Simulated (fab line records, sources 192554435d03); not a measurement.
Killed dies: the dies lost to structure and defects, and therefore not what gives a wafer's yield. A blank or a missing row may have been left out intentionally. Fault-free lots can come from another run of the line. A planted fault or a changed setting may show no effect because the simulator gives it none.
8D (eight disciplines) problem report, filled in by code	flow n5Finfet	the parts of the form that need people (team, actions taken, sign-off) are left out

== 1. WHAT WENT WRONG ==
A mean of 768 is read at N5_MOL_CONTACT_COAG_INSPECT_57 for rawDefectCount, taken on 1 wafer of 1 lot, against 191 (standard deviation 49) on wafers free of any fault. Relative to the usual mean, that is a shift of +12 standard deviations.
The step: inspects for defects (brightfield).
First observed at day 7 10:32: wafer L864.6, on defectInspect-02. At this step, 27 wafers from 9 lots have a number in the record. Rule for "out" (also "out of limits"): further than 4 standard deviations from the usual mean. The other wafers with a number count as sound.

== 2. WHAT THIS IS AND IS NOT ==
question	is	is not
which readings at this step	rawDefectCount	-
which lots	L864	L857, L866, L867, L870, L872, L873, L875, L876
which wafers of those lots	L864.6	L864.2, L864.3
read on which gauges	defectInspect-02	defectInspect-01
when	from day 7 10:32	up to then (5 sound wafers); but 21 sound wafers of L866, L867, L870, L872, L873, L875, L876 came after

== 3. WHAT RULES OUT EACH SUSPECT ==
Counting: any tool at a process step up to the reading remains a suspect provided it ran every lot that is out. Sound lots after the first of them don't rule it out here, since some wafers of a struck lot are sound.
- the gauge at N5_MOL_CONTACT_COAG_INSPECT_57: ruled out. All the wafers that are out were read on defectInspect-02, but those of them that N5_MOL_CONTACT_COAG_INSPECT_42 has rows for are out there too, on other tools.
- rtpAnneal-01 at N5_MOL_CONTACT_COAG_ANNEAL_113 (time 300 s): kept. It ran the lot that is out, L864 (day 7 03:52).
- pecvd-02 at N5_MOL_CONTACT_COAG_PECVD_31 (deposits SiO2 from TEOS/O2, target thk 46 nm, time 8.9 s): kept. It processed L864, the lot that is out, at day 7 09:59, and its most recent sound lot before then was L857 at day 5 22:27.
Remaining after the count are rtpAnneal-01 at N5_MOL_CONTACT_COAG_ANNEAL_113 and pecvd-02 at N5_MOL_CONTACT_COAG_PECVD_31.

== 4. THE CAUSE (what the simulator had put in) ==
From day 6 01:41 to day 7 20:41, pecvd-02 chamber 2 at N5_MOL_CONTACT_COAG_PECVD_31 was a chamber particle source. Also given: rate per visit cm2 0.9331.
After counting, 2 suspects remain, this tool included.

== 5. SEQUENCE OF EFFECTS, ordered by route ==
One row per reading whose mean, taken over the struck wafers that have a number, lies over 3 standard deviations from the usual. Only readings for which the record gives a usual standard deviation are gone through. hours: the time from each lot's start at the first step in this table that gives one to its start at this step, as a median over the lots. sigmas: the change in usual standard deviations.
hours	step	reading	usual	on struck wafers	change	sigmas
0	N5_MOL_CONTACT_COAG_INSPECT_57	rawDefectCount	191	768	+577	+12
2	N5_MOL_CONTACT_COAG_INSPECT_42	rawDefectCount	200	792	+592	+12
182	N5_PASSIVATION_PROBE_49	defectLimitedYield	91.1 %	81.4	-9.7	-7.5
182	N5_PASSIVATION_PROBE_49	killedAtContacts	12	136	+124	+21
182	N5_PASSIVATION_PROBE_49	killedDies	105	220	+115	+7.7
182	N5_PASSIVATION_PROBE_49	sort_bin_5_function	5.3 %	11.1	+5.8	+7.2
182	N5_PASSIVATION_PROBE_49	sortNPass	1075	960	-115	-7.7
182	N5_PASSIVATION_PROBE_49	sortYieldPct	91.1 %	81.4	-9.7	-7.5
Process steps it contains:
- N5_PASSIVATION_PROBE_49
Later steps that measure or inspect, where all struck wafers having a row at the step show a number for every such reading and not one has moved that far: N5_BEOL_M4_RC_MEAS_101.

== 6. HOW IT WOULD HAVE BEEN CAUGHT EARLIER ==
In this record the first reading out of limits at a measuring or inspecting step was taken at day 7 10:32, 33 hours after the fault began at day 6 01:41.
The start of N5_MOL_CONTACT_COAG_PECVD_31 on pecvd-02 came by day 7 10:32 for every one of the lots that are out (1). A hold on the tool at that time would have spared none of them.
